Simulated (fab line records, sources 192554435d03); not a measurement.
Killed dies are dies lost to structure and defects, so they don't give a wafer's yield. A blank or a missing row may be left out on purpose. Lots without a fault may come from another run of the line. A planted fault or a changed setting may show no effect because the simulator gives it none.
Chamber matching | flow n5_finfet | N5_BEOL_M6_DESCUM_16 on rie_diel-06: 4 sister chambers
The step chemistry O2, time 7.9 s. 8 wafers are shown with their chamber, then 11 later ones without.

WAFERS WITH THEIR CHAMBER
wafer  | chamber | drypump_motor_current_A (A) | showerhead_plenum_p_Torr (Torr)
L076.1 | 1       | 6.5                         | 2.12
L081.5 | 0       | 5.7                         | 2.19
L083.1 | 0       | 5.7                         | 2.19
L083.2 | 3       | 5.3                         | 2.13
L084.1 | 2       | 5.4                         | 2.07
L084.3 | 1       | 6.5                         | 2.11
L084.6 | 2       | 5.3                         | 2.07
L088.2 | 3       | 5.3                         | 2.12

WAFERS WITHOUT THEIR CHAMBER
wafer  | drypump_motor_current_A (A) | showerhead_plenum_p_Torr (Torr)
L088.3 | 5.4                         | 2.07
L088.6 | 5.3                         | 2.12
L092.1 | 6.5                         | 2.11
L092.4 | 5.4                         | 2.07
L092.5 | 6.5                         | 2.11
L087.1 | 6.5                         | 2.11
L087.3 | 5.4                         | 2.07
L087.5 | 5.4                         | 2.07
L093.1 | 5.4                         | 2.06
L093.4 | 5.3                         | 2.12
L093.5 | 6.5                         | 2.11

WHICH CHAMBER EACH WENT THROUGH
wafer  | from the rows above | in truth
L088.3 | 2                   | 2
L088.6 | 3                   | 3
L092.1 | 1                   | 1
L092.4 | 2                   | 2
L092.5 | 1                   | 1
L087.1 | 1                   | 1
L087.3 | 2                   | 2
L087.5 | 2                   | 2
L093.1 | 2                   | 2
L093.4 | 3                   | 3
L093.5 | 1                   | 1
Placed correctly: 11 of 11. Can't be placed from these rows: 0. Placed wrongly: 0.
How it was worked out, from the rows above alone: a wafer's distance from a chamber is the root of the sum, over the readings, of the square of ((its reading less the chamber's mean) divided by the reading's scatter). The wafer belongs to the nearest chamber; if the next one is less than 2 further off, it can't be placed. A chamber's mean is the mean of its shown wafers. The scatter: the root of (the sum of the squares of (reading less its chamber's mean) over the shown wafers, divided by (wafers less chambers)).
